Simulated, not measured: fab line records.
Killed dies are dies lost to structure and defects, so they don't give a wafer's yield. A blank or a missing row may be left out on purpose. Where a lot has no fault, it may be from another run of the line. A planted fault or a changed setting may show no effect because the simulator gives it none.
fab line records ; flow n5_finfet ; part 2 of 2: steps 20 to 24 of 24
[record] lots = 5; wafers = 15; last_day = 17
route steps=1938 shown BEOL_M3@948
lots that met no fault: from a run of the same line without faults
start_h: the number of hours between the record's first day and the start of the first shown wafer of the lot ; wait_h: hours from the lot's prior step to this one ; " identical to the entry in the row above ; L1.1+2: a row that stands for several wafers ; - either no value or no given start ; * or withheld: withheld ; < > ~ a bound
route shown NAME@n: a module of which the file shows steps, and the number in the route of the first ; usual: average and standard deviation across the fault-free wafers ; same: alike in all rows ; chamber/n: place in a boat ; sites: readings site by site ; _std_site: how widely they spread, as a standard deviation ; _edge_site: outer sites' mean less inner sites' ; radius_mm: how far each site lies from the wafer's centre ; mask NAME#n: copy n ; behind: tool/chamber where the wafer was last shaped ; hold: cause of the lot's hold/its duration in hours/its outcome ; device: the transistor (n, p or np) that didn't switch ; end of line: tests of these same wafers at the route's end ; a step given without rows: its recipe and nothing more ; killed: dies lost to structure and defects at the first sort, not the wafer's yield ; map: dies across one wafer; x = killed, . = not, _ = none there
set.NAME: setting as actually run; set.NAME@STEP: the setting as run at that earlier step ; model.NAME: the simulator's own value behind a step, which no gauge read
a table for each step, a row for each wafer; lots at some steps of the route
services: a tool's chamber out of use, with start hour (start_h, from the record's first day; less than 0 if before it), hours out, and reason
[[steps]]
[step N5_BEOL_M3_OVL_MEAS_29]
[recipe] points_per_wafer = 522
[usual] V2_OVL = 0.1/0.72
lot.wafer;tool;chamber;start_h;wait_h;V2_OVL[nm]
L079.3;overlay-01;0;172.26;0.0;0.2
L079.4;overlay-01;0;172.26;0.0;0.1
L079.5;overlay-01;0;172.26;0.0;0.4
L081.2;overlay-02;0;185.26;0.0;0.2
L081.4;overlay-02;0;185.26;0.0;-0.1
L081.5;overlay-02;0;185.26;0.0;0.2
L092.3;overlay-01;0;251.95;0.0;0.5
L092.5;overlay-01;0;251.95;0.0;0.0
L092.6;overlay-01;0;251.95;0.0;0.5
L095.1;overlay-02;0;265.46;0.0;0.5
L095.3;overlay-02;0;265.46;0.0;-0.3
L095.4;overlay-02;0;265.46;0.0;-0.4
L097.1;overlay-01;0;286.76;0.0;-0.7
L097.3;overlay-01;0;286.76;0.0;-1.2
L097.5;overlay-01;0;286.76;0.0;-0.4
[step N5_BEOL_M3_INSPECT_30]
[recipe] mode = adi; inspect_instrument = brightfield
[usual] raw_defect_count = 401/93
lot.wafer;tool;chamber;start_h;wait_h;raw_defect_count
L079.3;defect_inspect-02;-;172.31;0.0;290
L079.4;defect_inspect-02;-;172.31;0.0;215
L079.5;defect_inspect-02;-;172.31;0.0;277
L081.2;defect_inspect-02;-;185.31;0.0;351
L081.4;defect_inspect-02;-;185.31;0.0;403
L081.5;defect_inspect-02;-;185.31;0.0;321
L092.3;defect_inspect-01;-;252.00;0.0;248
L092.5;defect_inspect-01;-;252.00;0.0;288
L092.6;defect_inspect-01;-;252.00;0.0;267
L095.1;defect_inspect-01;-;265.52;0.1;520
L095.3;defect_inspect-01;-;265.52;0.1;403
L095.4;defect_inspect-01;-;265.52;0.1;549
L097.1;defect_inspect-01;-;286.82;0.1;254
L097.3;defect_inspect-01;-;286.82;0.1;344
L097.5;defect_inspect-01;-;286.82;0.1;322
[step N5_BEOL_M3_DESCUM_33]
[recipe] chemistry = O2; time_s = 7; source_power_w = 50; bias_power_w = 20; pressure_mtorr = 20; rf_frequency_hz = 2.712e+07; temp_c = 40; resist = CAR-EUV; o2_flow_sccm = 225
[usual] drypump_motor_current_A = 5.5/0.54; oes_product_au = 0.78/0.084; rf_fwd_power_W = 49.34/0.29; rf_vpp_V = 242.9/1.6; showerhead_plenum_p_Torr = 2.08/0.087; throttle_valve_pct = 20.52/0.26
[same] time_s = 7
lot.wafer;tool;chamber;start_h;wait_h;drypump_motor_current_A;oes_product_au;rf_fwd_power_W;rf_hours_counter_h;rf_vpp_V;showerhead_plenum_p_Torr;throttle_valve_pct
L079.3;rie_diel-03;1;172.39;0.1;5.0;0.89;49.66;24;245.1;2.22;20.12
L079.4;rie_diel-03;1;172.39;0.1;5.0;0.90;49.39;-;246.3;2.22;20.11
L079.5;rie_diel-03;2;172.39;0.1;5.3;0.88;49.27;-;244.1;2.05;20.56
L081.2;rie_diel-06;3;185.35;0.0;4.8;0.84;48.91;94;242.7;2.11;20.44
L081.4;rie_diel-06;2;185.35;0.0;4.7;0.69;49.33;229;243.9;2.06;20.74
L081.5;rie_diel-06;2;185.35;0.0;4.7;0.69;49.30;-;244.1;2.06;20.76
L092.3;rie_diel-02;0;252.03;0.0;5.7;0.74;48.90;163;241.1;1.93;20.77
L092.5;rie_diel-02;3;252.03;0.0;6.0;0.93;49.58;-;243.9;2.13;20.08
L092.6;rie_diel-02;0;252.03;0.0;5.7;0.73;48.95;-;241.8;1.93;20.79
L095.1;rie_diel-03;2;265.57;0.1;5.3;0.82;48.97;79;243.3;2.04;20.62
L095.3;rie_diel-03;0;265.57;0.1;5.9;0.68;49.61;213;242.1;2.18;20.45
L095.4;rie_diel-03;0;265.57;0.1;6.0;0.67;49.59;-;244.4;2.18;20.43
L097.1;rie_diel-03;1;286.86;0.0;5.0;0.83;49.51;72;244.5;2.21;20.19
L097.3;rie_diel-03;2;286.86;0.0;5.2;0.81;48.93;88;242.2;2.04;20.63
L097.5;rie_diel-03;3;286.86;0.0;6.5;0.99;49.61;-;245.9;2.24;20.21
[step N5_BEOL_M3_ETCH_77]
[recipe] chemistry = N2/H2; target = underlayer; target_depth_a = 65; mask_material = CAR-EUV; time_s = 5.2; ion_energy_ev = 200; pressure_mtorr = 30; source_w = 840; bias_w = 150; n2_flow_sccm = 200; h2_flow_sccm = 200; ends = cleared
[usual] drypump_motor_current_A = 5.5/0.55; etch_rf_on_time_s = 5.28/0.17; oes_product_au = 0.66/0.069; rf_fwd_power_W = 819.2/2.4; rf_vpp_V = 523/3.2; showerhead_plenum_p_Torr = 2.52/0.1; throttle_valve_pct = 17.9/0.3
lot.wafer;tool;chamber;start_h;wait_h;drypump_motor_current_A;etch_rf_on_time_s;oes_product_au;rf_fwd_power_W;rf_hours_counter_h;rf_vpp_V;showerhead_plenum_p_Torr;throttle_valve_pct
L079.3;rie_diel-03;1;172.43;0.0;5.0;5.33;0.76;820.2;24;527;2.72;17.6
L079.4;rie_diel-03;1;172.43;0.0;5.0;5.28;0.75;817.6;-;528;2.72;17.6
L079.5;rie_diel-03;2;172.43;0.0;5.3;5.36;0.73;820.2;-;522;2.48;17.8
L081.2;rie_diel-06;3;185.38;0.0;4.8;5.02;0.73;817.0;94;523;2.55;17.8
L081.4;rie_diel-06;2;185.38;0.0;4.7;5.53;0.58;820.2;229;521;2.51;18.2
L081.5;rie_diel-06;2;185.38;0.0;4.7;5.54;0.58;818.8;-;524;2.51;18.2
L092.3;rie_diel-02;0;252.06;0.0;5.7;5.23;0.62;814.3;163;519;2.35;18.4
L092.5;rie_diel-02;3;252.06;0.0;6.0;5.53;0.76;820.4;-;526;2.61;17.6
L092.6;rie_diel-02;0;252.06;0.0;5.8;5.31;0.62;816.8;-;518;2.35;18.3
L095.1;rie_diel-03;2;265.60;0.0;5.3;5.28;0.68;817.5;79;524;2.46;17.9
L095.3;rie_diel-03;0;265.60;0.0;6.0;5.33;0.58;815.6;213;528;2.63;17.8
L095.4;rie_diel-03;0;265.60;0.0;6.0;5.29;0.58;819.8;-;528;2.63;17.8
L097.1;rie_diel-03;1;286.89;0.0;5.0;5.36;0.69;821.8;72;528;2.69;17.7
L097.3;rie_diel-03;2;286.89;0.0;5.3;5.35;0.68;820.5;88;522;2.46;17.9
L097.5;rie_diel-03;3;286.89;0.0;6.5;5.31;0.82;823.9;-;527;2.71;17.4
[step N5_BEOL_M3_ETCH_69]
[recipe] chemistry = CF4; target = SiARC; target_depth_a = 156; mask_material = CAR-EUV; time_s = 26; ion_energy_ev = 80; pressure_mtorr = 40; source_w = 545; bias_w = 36; Ar_flow_sccm = 100; cf4_flow_sccm = 100; ends = cleared
[usual] drypump_motor_current_A = 5.5/0.54; etch_rf_on_time_s = 26.4/0.79; oes_product_au = 0.66/0.069; rf_fwd_power_W = 532.3/2.3; rf_vpp_V = 184.0/1.3; showerhead_plenum_p_Torr = 2.13/0.088; throttle_valve_pct = 15.72/0.27
lot.wafer;tool;chamber;start_h;wait_h;drypump_motor_current_A;etch_rf_on_time_s;oes_product_au;rf_fwd_power_W;rf_hours_counter_h;rf_vpp_V;showerhead_plenum_p_Torr;throttle_valve_pct
L079.3;rie_diel-03;1;172.45;0.0;5.1;26.5;0.76;532.0;24;185.3;2.27;15.27
L079.4;rie_diel-03;1;172.45;0.0;5.1;26.5;0.76;530.9;-;186.4;2.27;15.29
L079.5;rie_diel-03;2;172.45;0.0;5.2;26.9;0.72;533.4;-;183.8;2.08;15.59
L081.2;rie_diel-06;3;185.40;0.0;4.8;25.0;0.72;529.1;94;183.1;2.14;15.61
L081.4;rie_diel-06;2;185.40;0.0;4.7;27.4;0.58;533.1;229;183.6;2.13;15.97
L081.5;rie_diel-06;2;185.40;0.0;4.8;27.1;0.59;530.5;-;184.3;2.13;15.97
L092.3;rie_diel-02;0;252.08;0.0;5.7;26.6;0.62;530.6;163;183.0;1.99;15.97
L092.5;rie_diel-02;3;252.08;0.0;6.0;27.8;0.76;529.4;-;184.7;2.20;15.32
L092.6;rie_diel-02;0;252.08;0.0;5.7;26.6;0.62;531.1;-;181.2;1.99;15.97
L095.1;rie_diel-03;2;265.62;0.0;5.2;26.4;0.69;528.8;79;183.5;2.07;15.65
L095.3;rie_diel-03;0;265.62;0.0;5.9;26.4;0.58;534.4;213;183.9;2.22;15.70
L095.4;rie_diel-03;0;265.62;0.0;5.9;26.4;0.58;535.8;-;185.5;2.22;15.68
L097.1;rie_diel-03;1;286.91;0.0;5.0;26.9;0.70;529.6;72;184.7;2.25;15.38
L097.3;rie_diel-03;2;286.91;0.0;5.3;26.6;0.68;529.2;88;184.5;2.06;15.67
L097.5;rie_diel-03;3;286.91;0.0;6.5;26.0;0.84;534.9;-;186.8;2.28;15.28
[[services]]
tool;chamber;start_h;hours;kind
euv_scanner-02;-;156.86;1.0;pm
rie_diel-02;3;159.07;-;clean
rie_diel-02;3;159.07;-;consumable_replace:focus_ring
rie_diel-02;3;159.07;16.3;scheduled_down
rie_diel-06;0;163.38;9.6;repair
euv_scanner-01;-;173.61;1.0;pm
euv_scanner-02;-;182.37;4.6;pm
euv_scanner-02;-;213.01;1.0;pm
euv_scanner-01;-;214.02;4.6;pm
euv_scanner-02;-;238.46;22.8;repair
rie_diel-03;3;257.80;-;clean
rie_diel-03;3;257.80;-;consumable_replace:focus_ring
rie_diel-03;3;257.80;-;consumable_replace:showerhead
rie_diel-03;3;257.80;16.7;scheduled_down
rie_diel-03;3;257.80;16.7;vent_cycle
rie_diel-06;2;262.16;-;clean
rie_diel-06;2;262.16;-;consumable_replace:focus_ring
rie_diel-06;2;262.16;25.1;scheduled_down
rie_diel-06;2;262.16;25.1;vent_cycle
euv_scanner-02;-;269.16;1.0;pm
rie_diel-03;0;274.83;3.8;repair
rie_diel-06;3;276.39;6.5;repair
rie_diel-02;3;277.39;11.6;repair
euv_scanner-01;-;285.95;1.0;pm
